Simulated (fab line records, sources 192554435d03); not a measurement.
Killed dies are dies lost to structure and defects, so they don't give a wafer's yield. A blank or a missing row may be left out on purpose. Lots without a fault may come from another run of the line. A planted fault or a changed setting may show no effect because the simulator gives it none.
fab line records | flow n5_finfet
record lots=24 wafers=72 last_day=18
route steps=1938 shown BEOL_M0@745 BEOL_M1@770 BEOL_M2@843
lots that met no fault: from a run of the same line without faults
start_h: hours from the record's first day to the start of the lot's first wafer shown | wait_h: hours since the lot's step before | " the same as in the row above | L1.1+2: a row that stands for several wafers | - no value, or no start given | * or withheld: withheld | < > ~ a bound
route shown NAME@n: a module of which the file shows steps, and the number in the route of the first | usual: mean/standard deviation of fault-free wafers | same: alike in all rows | chamber/n: place in a boat | sites: the reading at each site | _std_site: their standard deviation | _edge_site: outer sites' mean less inner sites' | radius_mm: how far each site lies from the wafer's centre | mask NAME#n: copy n | behind: the tool/chamber that last shaped the wafer | hold: why the lot was held/for how many hours/how that ended | device: the transistor (n, p or np) that didn't switch | end of line: the same wafers' tests at the end of the route | a step without rows: its recipe alone | killed: dies lost to structure and defects at the first sort, not the wafer's yield | map: a wafer's dies, x killed, . not, _ none there
set.NAME: the setting as run; set.NAME@STEP: as run at that earlier step | model.NAME: the simulator's own value behind a step, which no gauge read
steps of the route over a sample of lots; a table a step, a row a wafer
services: from which hour (start_h, from the record's first day; less than 0 if before it) a tool's chamber was out of use, for how many hours, and why
## steps
# step N5_BEOL_M0_PRE_CLEAN_131
# recipe gas=NH3/H2 time_s=15 temp_c=* rf_power_w=300
# usual heater_power_outer_w=17/14 heater_power_w=83/29
# columns lot.wafer tool chamber start_h wait_h heater_power_outer_w heater_power_w
L074.1 cvd_co-02 2 124.18 0.0 5 69
L074.2 " 1 " " 20 77
L074.3 " 0 " " 21 98
L077.3 cvd_co-02 2 139.44 0.0 5 67
L077.4 " 1 " " 20 79
L077.6 " 2 " " 5 67
L075.3 cvd_co-01 1 141.23 0.0 12 58
L075.4 " 2 " " 2 56
L075.6 " 1 " " 12 59
L076.3 cvd_co-02 1 142.59 0.0 20 77
L076.4 " 2 " " 5 70
L076.6 " 0 " " 22 99
L078.2 cvd_co-01 0 143.95 0.0 41 134
L078.4 " 2 " " 2 55
L078.5 " 1 " " 12 59
L079.3 cvd_co-02 2 147.85 0.0 5 69
L079.4 " 0 " " 21 100
L079.6 " 1 " " 20 78
L080.1 cvd_co-02 0 156.60 0.0 22 100
L080.4 " 2 " " 5 70
L080.6 " 1 " " 19 77
L081.1 cvd_co-01 2 162.98 0.0 2 56
L081.2 " 1 " " 13 59
L081.5 " 0 " " 41 136
L082.1 cvd_co-01 2 169.00 0.3 2 56
L082.4 " 1 " " 12 60
L082.5 " 2 " " 2 56
L083.1 cvd_co-01 2 179.87 0.0 3 55
L083.2 " 0 " " 41 135
L083.5 " 2 " " 2 58
L085.2 cvd_co-01 2 193.28 0.0 3 56
L085.4 " 0 " " 42 133
L085.6 " 1 " " 13 60
L086.1 cvd_co-01 0 197.24 0.3 41 134
L086.2 " 1 " " 13 62
L086.4 " 2 " " 3 56
L084.1 cvd_co-01 0 201.23 0.0 41 133
L084.5 " 1 " " 12 60
L084.6 " 2 " " 3 57
L087.1 cvd_co-01 0 204.92 0.3 42 135
L087.2 " 2 " " 3 56
L087.6 " 0 " " 42 133
L088.2 cvd_co-02 0 204.95 0.2 22 102
L088.5 " 2 " " 5 69
L088.6 " 1 " " 20 78
L090.2 cvd_co-01 1 218.25 0.0 13 61
L090.3 " 2 " " 3 57
L090.4 " 2 " " 3 57
L089.3 cvd_co-02 2 219.14 0.0 5 70
L089.4 " 0 " " 22 97
L089.5 " 2 " " 5 70
L091.1 cvd_co-02 0 228.08 0.1 23 98
L091.3 " 2 " " 5 69
L091.4 " 0 " " 22 102
L092.2 cvd_co-02 1 236.98 0.0 20 78
L092.5 " 2 " " 5 70
L092.6 " 1 " " 20 77
L093.1 cvd_co-01 2 237.06 0.0 3 58
L093.2 " 1 " " 13 61
L093.3 " 0 " " 41 131
L094.4 cvd_co-02 2 243.46 0.1 5 69
L094.5 " 1 " " 20 78
L094.6 " 0 " " 22 101
L095.2 cvd_co-01 2 245.12 0.0 3 58
L095.4 " 1 " " 13 61
L095.5 " 2 " " 3 58
L096.1 cvd_co-01 1 249.76 0.1 13 61
L096.2 " 0 " " 40 137
L096.4 " 1 " " 13 59
L097.4 cvd_co-01 1 265.15 0.1 13 60
L097.5 " 0 " " 42 135
L097.6 " 2 " " 3 57
# step N5_BEOL_M1_ETCH_64
# recipe chemistry=N2/H2 target=SOC target_depth_a=750 overetch_a=150 mask_material=SiARC temp_c=40 time_s=112.5 ion_energy_ev=200 pressure_mtorr=30 source_w=840 bias_w=150 n2_flow_sccm=200 h2_flow_sccm=200
# usual drypump_motor_current_A=5.7/0.38 h2_flow_sccm=200.1/0.63 oes_product_au=0.62/0.058 rf_vpp_V=524.1/2.8 showerhead_plenum_p_Torr=2.56/0.1 throttle_valve_pct=17.7/0.36
# columns lot.wafer tool chamber start_h wait_h drypump_motor_current_A h2_flow_sccm oes_product_au rf_hours_counter_h rf_vpp_V showerhead_plenum_p_Torr throttle_valve_pct
L074.1 rie_diel-01 0 125.92 0.0 5.2 200.8 0.59 159 525.9 2.65 17.9
L074.2 " 3 " " 6.2 199.4 0.73 31 523.4 2.48 17.4
L074.3 " 2 " " 6.1 201.7 0.56 202 518.9 2.41 17.9
L077.3 rie_diel-03 3 141.56 0.0 5.9 200.0 0.55 228 526.4 2.65 18.6
L077.4 " 2 " " 5.2 200.3 0.60 - 521.5 2.45 17.5
L077.6 " 3 " " 5.9 200.8 0.54 - 525.0 2.65 18.5
L075.3 rie_diel-03 2 142.42 0.0 5.2 200.6 0.60 155 520.2 2.45 17.5
L075.4 " 2 " " 5.2 200.2 0.60 - 520.6 2.45 17.5
L075.6 " 0 " " 5.3 200.8 0.67 - 527.6 2.70 17.5
L076.3 rie_diel-01 3 143.81 0.0 6.3 200.0 0.72 37 522.2 2.48 17.5
L076.4 " 2 " " 6.1 200.2 0.55 207 521.1 2.41 17.9
L076.6 " 2 " " 6.1 200.4 0.56 - 519.6 2.41 17.9
L078.2 rie_diel-03 0 146.67 0.0 5.2 200.6 0.67 56 527.8 2.70 17.5
L078.4 " 2 " " 5.2 200.6 0.60 - 521.9 2.45 17.5
L078.5 " 0 " " 5.3 201.0 0.67 - 528.8 2.70 17.5
L079.3 rie_diel-01 0 148.93 0.0 5.2 198.8 0.58 166 527.0 2.65 18.0
L079.4 " 3 " " 6.3 200.0 0.72 38 521.4 2.48 17.5
L079.6 " 2 " " 6.1 199.9 0.56 - 521.5 2.41 17.9
L080.1 rie_diel-06 2 158.06 0.0 5.2 200.2 0.57 201 521.5 2.53 18.1
L080.4 " 1 " " 5.9 201.2 0.70 35 524.8 2.58 17.2
L080.6 " 3 " " 5.3 200.5 0.68 - 527.2 2.67 17.7
L081.1 rie_diel-01 3 165.36 0.0 6.2 200.4 0.71 42 524.5 2.48 17.5
L081.2 " 0 " " 5.2 199.6 0.58 170 526.2 2.65 18.0
L081.5 " 1 " " 5.9 199.7 0.58 - 523.5 2.52 17.6
L082.1 rie_diel-03 0 170.12 0.0 5.2 200.0 0.65 63 527.2 2.70 17.5
L082.4 " 2 " " 5.2 200.6 0.60 163 520.0 2.45 17.5
L082.5 " 0 " " 5.2 200.1 0.66 - 528.3 2.70 17.5
L083.1 rie_diel-03 3 181.75 0.0 5.8 200.4 0.55 240 526.4 2.64 18.6
L083.2 " 1 " " 6.0 199.6 0.64 85 529.2 2.68 17.3
L083.5 " 2 " " 5.2 199.2 0.59 - 520.8 2.45 17.5
L085.2 rie_diel-06 2 196.93 0.0 5.2 200.1 0.57 212 522.5 2.52 18.2
L085.4 " 0 " " 5.8 201.0 0.71 41 521.7 2.47 17.6
L085.6 " 2 " " 5.2 200.3 0.56 - 522.4 2.52 18.2
L086.1 rie_diel-03 1 200.21 0.0 6.0 200.2 0.63 90 525.3 2.68 17.4
L086.2 " 3 " " 5.9 200.2 0.54 244 526.0 2.64 18.6
L086.4 " 1 " " 6.0 200.6 0.64 - 526.7 2.68 17.3
L084.1 rie_diel-01 0 202.78 0.0 5.2 199.5 0.57 181 526.6 2.64 18.0
L084.5 " 0 " " 5.2 199.9 0.57 - 527.0 2.64 18.0
L084.6 " 1 " " 5.8 200.9 0.57 - 523.7 2.52 17.6
L087.1 rie_diel-03 0 207.81 0.0 5.2 199.9 0.66 70 528.4 2.69 17.5
L087.2 " 3 " " 5.9 199.9 0.54 246 525.5 2.64 18.6
L087.6 " 1 " " 6.0 199.4 0.63 - 526.5 2.68 17.4
L088.2 rie_diel-01 0 207.83 0.0 5.2 199.7 0.57 182 526.3 2.64 18.0
L088.5 " 1 " " 5.8 200.7 0.56 - 523.4 2.52 17.6
L088.6 " 2 " " 6.1 200.1 0.55 - 521.3 2.40 17.9
L090.2 rie_diel-06 3 219.43 0.0 5.3 199.4 0.65 75 527.3 2.67 17.8
L090.3 " 2 " " 5.3 200.1 0.56 220 522.9 2.52 18.2
L090.4 " 1 " " 5.9 199.5 0.67 50 524.1 2.57 17.3
L089.3 rie_diel-06 0 221.80 0.0 5.8 200.6 0.70 50 521.5 2.47 17.6
L089.4 " 2 " " 5.2 200.5 0.56 220 522.6 2.52 18.2
L089.5 " 2 " " 5.2 199.6 0.55 - 522.8 2.52 18.2
L091.1 rie_diel-01 0 229.13 0.0 5.2 199.6 0.57 189 526.9 2.64 18.0
L091.3 " 2 " " 6.1 200.9 0.55 233 521.0 2.40 17.9
L091.4 " 1 " " 5.8 201.5 0.56 209 524.1 2.52 17.6
L092.2 rie_diel-06 0 238.29 0.0 5.8 199.4 0.69 56 522.9 2.46 17.6
L092.5 " 2 " " 5.2 198.8 0.56 - 522.5 2.52 18.2
L092.6 " 1 " " 5.9 200.7 0.67 - 525.5 2.57 17.3
L093.1 rie_diel-06 0 238.56 0.0 5.7 200.0 0.69 56 520.0 2.46 17.6
L093.2 " 1 " " 5.9 199.8 0.67 57 524.1 2.57 17.3
L093.3 " 2 " " 5.2 201.0 0.56 227 522.7 2.52 18.2
L094.4 rie_diel-03 2 245.49 0.1 5.3 199.5 0.59 - 520.1 2.44 17.5
L094.5 " 1 " " 6.0 201.1 0.62 - 527.1 2.67 17.4
L094.6 " 0 " " 5.2 198.9 0.64 - 526.6 2.69 17.5
L095.2 rie_diel-01 0 246.65 0.0 5.2 200.6 0.56 194 524.9 2.64 18.0
L095.4 " 1 " " 5.8 200.3 0.55 215 522.7 2.51 17.7
L095.5 " 2 " " 6.1 199.3 0.54 - 520.0 2.40 17.9
L096.1 rie_diel-03 3 252.47 0.0 5.8 199.9 0.76 1 526.6 2.64 18.2
L096.2 " 1 " " 6.0 200.0 0.62 104 527.4 2.67 17.4
L096.4 " 0 " " 5.2 199.3 0.63 82 527.1 2.69 17.5
L097.4 rie_diel-06 1 266.88 0.0 5.9 200.6 0.66 65 524.4 2.57 17.3
L097.5 " 2 " " 5.2 199.5 0.55 - 522.8 2.51 18.2
L097.6 " 3 " " 5.3 199.4 0.64 - 526.5 2.66 17.8
# step N5_BEOL_M1_CD_MEAS_18
# recipe pitch_nm=36 target_cd_nm=18
# usual cd_nm=18.0/0.32
# columns lot.wafer tool chamber start_h wait_h cd_nm
L074.1 cd_sem-03 - 126.26 0.0 18.2
L074.2 " - " " 18.1
L074.3 " - " " 17.8
L077.3 cd_sem-03 - 141.92 0.1 18.1
L077.4 " - " " 18.2
L077.6 " - " " 17.9
L075.3 cd_sem-03 - 142.77 0.1 18.4
L075.4 " - " " 18.4
L075.6 " - " " 18.1
L076.3 cd_sem-01 - 144.17 0.1 18.0
L076.4 " - " " 18.3
L076.6 " - " " 17.5
L078.2 cd_sem-03 - 147.04 0.1 18.0
L078.4 " - " " 18.7
L078.5 " - " " 18.0
L079.3 cd_sem-02 - 149.28 0.1 18.4
L079.4 " - " " 17.8
L079.6 " - " " 18.0
L080.1 cd_sem-03 - 158.41 0.0 17.8
L080.4 " - " " 17.8
L080.6 " - " " 17.7
L081.1 cd_sem-01 - 165.71 0.0 18.2
L081.2 " - " " 18.6
L081.5 " - " " 18.6
L082.1 cd_sem-02 - 170.47 0.0 17.4
L082.4 " - " " 18.2
L082.5 " - " " 18.1
L083.1 cd_sem-02 - 182.10 0.0 17.9
L083.2 " - " " 18.5
L083.5 " - " " 18.4
L085.2 cd_sem-01 - 197.28 0.1 18.4
L085.4 " - " " 17.8
L085.6 " - " " 18.1
L086.1 cd_sem-01 - 200.56 0.0 18.1
L086.2 " - " " 17.9
L086.4 " - " " 17.8
L084.1 cd_sem-01 - 203.13 0.1 18.1
L084.5 " - " " 18.3
L084.6 " - " " 18.2
L087.1 cd_sem-01 - 208.16 0.0 18.2
L087.2 " - " " 17.8
L087.6 " - " " 18.4
L088.2 cd_sem-02 - 208.18 0.1 18.1
L088.5 " - " " 18.3
L088.6 " - " " 17.6
L090.2 cd_sem-01 - 219.78 0.1 18.3
L090.3 " - " " 17.9
L090.4 " - " " 18.1
L089.3 cd_sem-03 - 222.37 0.1 18.1
L089.4 " - " " 17.5
L089.5 " - " " 17.9
L091.1 cd_sem-02 - 229.48 0.0 17.7
L091.3 " - " " 17.9
L091.4 " - " " 18.2
L092.2 cd_sem-01 - 238.64 0.1 17.5
L092.5 " - " " 17.5
L092.6 " - " " 18.1
L093.1 cd_sem-01 - 238.90 0.0 17.8
L093.2 " - " " 17.9
L093.3 " - " " 18.2
L094.4 cd_sem-01 - 245.84 0.0 18.0
L094.5 " - " " 17.8
L094.6 " - " " 18.1
L095.2 cd_sem-03 - 247.00 0.1 17.6
L095.4 " - " " 18.2
L095.5 " - " " 18.3
L096.1 cd_sem-02 - 252.82 0.0 18.4
L096.2 " - " " 17.4
L096.4 " - " " 17.8
L097.4 cd_sem-03 - 267.32 0.1 18.5
L097.5 " - " " 18.2
L097.6 " - " " 18.4
# step N5_BEOL_M1_CD_MEAS_35
# recipe target_cd_nm=18 target_cd_y_nm=21 polarity=opening
# usual cd_nm=18.0/0.34
# columns lot.wafer tool chamber start_h wait_h cd_nm
L074.1 cd_sem-03 - 135.94 0.0 18.1
L074.2 " - " " 18.0
L074.3 " - " " 17.4
L077.3 cd_sem-02 - 143.41 0.0 17.8
L077.4 " - " " 18.4
L077.6 " - " " 17.8
L075.3 cd_sem-01 - 147.30 0.0 18.3
L075.4 " - " " 18.2
L075.6 " - " " 18.1
L076.3 cd_sem-02 - 147.41 0.0 18.5
L076.4 " - " " 18.0
L076.6 " - " " 18.0
L078.2 cd_sem-02 - 150.49 0.0 18.3
L078.4 " - " " 18.6
L078.5 " - " " 17.7
L080.1 cd_sem-01 - 161.20 0.0 18.0
L080.4 " - " " 17.9
L080.6 " - " " 17.9
L079.3 cd_sem-01 - 161.24 0.0 18.3
L079.4 " - " " 18.2
L079.6 " - " " 18.1
L081.1 cd_sem-02 - 168.17 0.0 18.0
L081.2 " - " " 18.7
L081.5 " - " " 18.2
L082.1 cd_sem-03 - 173.32 0.0 17.7
L082.4 " - " " 17.9
L082.5 " - " " 17.9
L083.1 cd_sem-02 - 187.24 0.0 17.4
L083.2 " - " " 18.5
L083.5 " - " " 18.5
L085.2 cd_sem-01 - 201.04 0.0 18.1
L085.4 " - " " 17.9
L085.6 " - " " 17.7
L086.1 cd_sem-02 - 208.70 0.0 17.8
L086.2 " - " " 18.4
L086.4 " - " " 17.7
L084.1 cd_sem-01 - 213.49 0.0 18.5
L084.5 " - " " 18.4
L084.6 " - " " 17.9
L087.1 cd_sem-02 - 213.53 0.0 18.2
L087.2 " - " " 17.9
L087.6 " - " " 18.4
L088.2 cd_sem-03 - 215.51 0.0 18.1
L088.5 " - " " 18.2
L088.6 " - " " 17.5
L090.2 cd_sem-02 - 221.28 0.0 18.4
L090.3 " - " " 18.2
L090.4 " - " " 18.0
L089.3 cd_sem-03 - 223.66 0.0 17.8
L089.4 " - " " 18.0
L089.5 " - " " 17.9
L091.1 cd_sem-02 - 230.88 0.0 17.9
L091.3 " - " " 18.4
L091.4 " - " " 18.1
L092.2 cd_sem-02 - 241.17 0.0 18.0
L092.5 " - " " 17.7
L092.6 " - " " 18.1
L093.1 cd_sem-02 - 241.59 0.0 17.9
L093.2 " - " " 17.9
L093.3 " - " " 17.4
L094.4 cd_sem-03 - 248.66 0.0 18.0
L094.5 " - " " 17.8
L094.6 " - " " 17.3
L095.2 cd_sem-02 - 252.23 0.0 18.1
L095.4 " - " " 18.2
L095.5 " - " " 18.0
L096.1 cd_sem-02 - 254.29 0.0 17.7
L096.2 " - " " 17.4
L096.4 " - " " 17.8
L097.4 cd_sem-02 - 271.43 0.0 18.8
L097.5 " - " " 18.2
L097.6 " - " " 18.6
# step N5_BEOL_M1_DEGAS_44
# recipe ambient=vacuum temp_c=250 time_s=60
# usual heater_power_w=353/59
# columns lot.wafer tool chamber start_h wait_h heater_power_w
L074.1 pvd_sputter-01 - 136.09 0.2 336
L074.2 " - " " 331
L074.3 " - " " 284
L077.3 pvd_sputter-03 - 143.45 0.0 302
L077.4 " - " " 274
L077.6 " - " " 483
L075.3 pvd_sputter-01 - 147.60 0.3 344
L075.4 " - " " 335
L075.6 " - " " 333
L076.3 pvd_sputter-02 - 147.63 0.2 370
L076.4 " - " " 279
L076.6 " - " " 377
L078.2 pvd_sputter-02 - 150.74 0.2 416
L078.4 " - " " 271
L078.5 " - " " 274
L080.1 pvd_sputter-02 - 161.42 0.2 412
L080.4 " - " " 426
L080.6 " - " " 281
L079.3 pvd_sputter-02 - 161.54 0.3 278
L079.4 " - " " 414
L079.6 " - " " 278
L081.1 pvd_sputter-02 - 168.48 0.3 432
L081.2 " - " " 273
L081.5 " - " " 287
L082.1 pvd_sputter-02 - 173.62 0.3 278
L082.4 " - " " 375
L082.5 " - " " 400
L083.1 pvd_sputter-01 - 187.70 0.5 290
L083.2 " - " " 332
L083.5 " - " " 334
L085.2 pvd_sputter-01 - 201.24 0.2 296
L085.4 " - " " 336
L085.6 " - " " 324
L086.1 pvd_sputter-02 - 209.01 0.3 357
L086.2 " - " " 424
L086.4 " - " " 281
L084.1 pvd_sputter-02 - 213.81 0.3 406
L084.5 " - " " 401
L084.6 " - " " 433
L087.1 pvd_sputter-02 - 213.89 0.4 280
L087.2 " - " " 383
L087.6 " - " " 283
L088.2 pvd_sputter-01 - 215.70 0.2 290
L088.5 " - " " 324
L088.6 " - " " 342
L090.2 pvd_sputter-02 - 221.48 0.2 373
L090.3 " - " " 426
L090.4 " - " " 277
L089.3 pvd_sputter-01 - 224.02 0.4 294
L089.4 " - " " 331
L089.5 " - " " 290
L091.1 pvd_sputter-02 - 230.99 0.1 364
L091.3 " - " " 418
L091.4 " - " " 271
L092.2 pvd_sputter-02 - 241.53 0.4 409
L092.5 " - " " 362
L092.6 " - " " 400
L093.1 pvd_sputter-03 - 241.65 0.1 319
L093.2 " - " " 477
L093.3 " - " " 328
L094.4 pvd_sputter-03 - 248.85 0.2 270
L094.5 " - " " 278
L094.6 " - " " 305
L095.2 pvd_sputter-03 - 253.03 0.8 472
L095.4 " - " " 274
L095.5 " - " " 466
L096.1 pvd_sputter-02 - 255.16 0.9 410
L096.2 " - " " 417
L096.4 " - " " 275
L097.4 pvd_sputter-02 - 271.56 0.1 278
L097.5 " - " " 365
L097.6 " - " " 402
# step N5_BEOL_M2_PECVD_72
# recipe material=SiO2 target_thk_a=160 temp_c=400 precursor=TEOS/O2 pressure_torr=5.5 rf_w=450 teos_flow_sccm=53.8 gas=O2 flow_sccm=3000 time_s=18
# usual chamber_pressure_Torr=5.500/0.013 heater_power_outer_w=402/66 heater_power_w=687/87 showerhead_plenum_p_Torr=8.82/0.084 throttle_valve_pct=22.3/1.2
# columns lot.wafer tool chamber start_h wait_h chamber_pressure_Torr heater_power_outer_w heater_power_w showerhead_plenum_p_Torr throttle_valve_pct
L074.1 pecvd-01 1 139.62 0.0 5.493 284 575 8.90 23.8
L074.2 " 2 " " 5.508 523 863 8.89 22.6
L074.3 " 0 " " 5.509 508 797 8.72 21.7
L077.3 pecvd-04 1 148.70 0.0 5.503 395 680 8.99 22.6
L077.4 " 0 " " 5.508 410 700 8.75 21.6
L077.6 " 2 " " 5.506 311 560 8.78 19.8
L076.3 pecvd-01 0 151.45 0.1 5.478 476 755 8.71 22.1
L076.4 " 2 " " 5.496 526 849 8.83 22.7
L076.6 " 0 " " 5.507 468 720 8.71 22.2
L075.3 pecvd-04 1 151.46 0.0 5.508 435 692 8.98 22.5
L075.4 " 2 " " 5.491 313 562 8.78 20.3
L075.6 " 0 " " 5.520 389 667 8.76 21.9
L078.2 pecvd-02 0 154.50 0.0 5.515 464 796 8.83 24.1
L078.4 " 1 " " 5.479 468 721 8.85 22.0
L078.5 " 2 " " 5.498 517 875 8.73 21.6
L080.1 pecvd-01 0 165.11 0.0 5.496 446 701 8.69 22.1
L080.4 " 0 " " 5.498 436 690 8.72 22.0
L080.6 " 1 " " 5.496 295 589 8.90 24.1
L079.3 pecvd-04 1 165.37 0.0 5.498 362 610 8.97 22.4
L079.4 " 0 " " 5.492 455 751 8.75 22.0
L079.6 " 1 " " 5.504 353 623 8.98 22.5
L081.1 pecvd-02 1 172.40 0.0 5.490 449 701 8.86 22.2
L081.2 " 0 " " 5.508 432 766 8.81 23.9
L081.5 " 2 " " 5.496 489 859 8.76 21.7
L082.1 pecvd-01 2 178.99 0.0 5.501 492 839 8.86 22.6
L082.4 " 2 " " 5.513 511 824 8.85 22.7
L082.5 " 0 " " 5.513 479 751 8.70 22.0
L083.1 pecvd-01 1 191.51 0.0 5.522 270 558 8.91 24.2
L083.2 " 0 " " 5.530 427 697 8.69 22.2
L083.5 " 1 " " 5.504 267 557 8.91 23.9
L085.2 pecvd-01 0 205.45 0.0 5.490 475 722 8.72 22.1
L085.4 " 0 " " 5.510 470 741 8.69 22.2
L085.6 " 1 " " 5.502 269 555 8.88 24.0
L086.1 pecvd-01 0 214.24 0.0 5.502 409 646 8.73 22.0
L086.2 " 1 " " 5.504 289 590 8.92 23.9
L086.4 " 0 " " 5.487 403 623 8.70 22.2
L084.1 pecvd-01 1 217.37 0.0 5.509 351 639 8.92 24.0
L084.5 " 0 " " 5.500 492 781 8.72 22.1
L084.6 " 1 " " 5.496 347 659 8.87 24.1
L087.1 pecvd-04 2 217.67 0.0 5.501 336 596 8.80 19.9
L087.2 " 0 " " 5.487 407 708 8.77 21.9
L087.6 " 0 " " 5.499 413 713 8.76 22.0
L088.2 pecvd-04 2 219.28 0.0 5.495 315 557 8.77 19.9
L088.5 " 0 " " 5.521 407 705 8.76 22.1
L088.6 " 1 " " 5.507 370 622 8.96 22.2
L090.2 pecvd-04 0 225.09 0.0 5.508 392 674 8.75 22.0
L090.3 " 1 " " 5.499 320 569 8.97 22.2
L090.4 " 2 " " 5.506 339 585 8.80 20.0
L089.3 pecvd-01 0 227.62 0.1 5.507 423 662 8.73 21.9
L089.4 " 1 " " 5.497 315 610 8.93 23.9
L089.5 " 1 " " 5.495 319 601 8.93 24.0
L091.1 pecvd-02 0 234.62 0.0 5.484 385 727 8.81 24.0
L091.3 " 2 " " 5.512 425 742 8.79 21.7
L091.4 " 0 " " 5.504 383 728 8.79 24.2
L092.2 pecvd-04 2 245.07 0.0 5.497 362 607 8.79 20.3
L092.5 " 2 " " 5.501 363 625 8.79 19.8
L092.6 " 1 " " 5.474 329 582 8.95 22.6
L093.1 pecvd-04 0 245.43 0.0 5.516 439 737 8.75 22.2
L093.2 " 1 " " 5.472 388 677 8.98 22.5
L093.3 " 2 " " 5.497 359 619 8.80 20.1
L094.4 pecvd-02 2 252.53 0.1 5.498 474 812 8.77 21.8
L094.5 " 0 " " 5.505 449 782 8.79 23.8
L094.6 " 1 " " 5.489 379 604 8.84 22.3
L095.2 pecvd-02 2 257.05 0.0 5.507 407 745 8.78 22.0
L095.4 " 1 " " 5.475 419 655 8.87 21.7
L095.5 " 2 " " 5.500 416 749 8.77 21.9
L096.1 pecvd-04 1 258.87 0.0 5.505 349 602 8.97 22.8
L096.2 " 0 " " 5.488 453 739 8.74 22.1
L096.4 " 0 " " 5.505 449 758 8.76 22.2
L097.4 pecvd-04 2 275.19 0.1 5.513 341 587 8.79 20.0
L097.5 " 0 " " 5.493 438 748 8.75 22.3
L097.6 " 1 " " 5.512 419 679 8.98 22.5
## services
# columns tool chamber start_h hours kind
cvd_co-01 2 105.93 7.8 repair
rie_diel-06 1 108.93 13.4 repair
cvd_co-01 1 114.71 - clean
cvd_co-01 1 114.71 22.0 scheduled_down
cvd_co-01 1 114.71 22.0 vent_cycle
pvd_sputter-03 - 124.48 12.1 repair
pvd_sputter-01 - 129.67 3.7 repair
pvd_sputter-03 - 150.18 7.7 repair
pecvd-01 1 151.00 6.7 repair
rie_diel-06 0 191.26 3.2 repair
rie_diel-03 0 195.40 6.6 repair
rie_diel-06 1 206.40 12.2 repair
pecvd-01 2 209.43 19.8 repair
rie_diel-06 - 215.37 0.3 repair
rie_diel-03 3 218.34 1.6 repair
rie_diel-03 - 218.39 7.2 repair
pecvd-01 2 229.28 - clean
pecvd-01 2 229.28 - consumable_replace:showerhead
pecvd-01 2 229.28 29.0 scheduled_down
pecvd-01 2 229.28 29.0 vent_cycle
pecvd-01 - 229.78 28.1 pm
rie_diel-06 3 248.87 4.0 repair
pecvd-01 0 265.44 4.3 repair
rie_diel-01 1 271.31 18.5 repair
## key
fault none
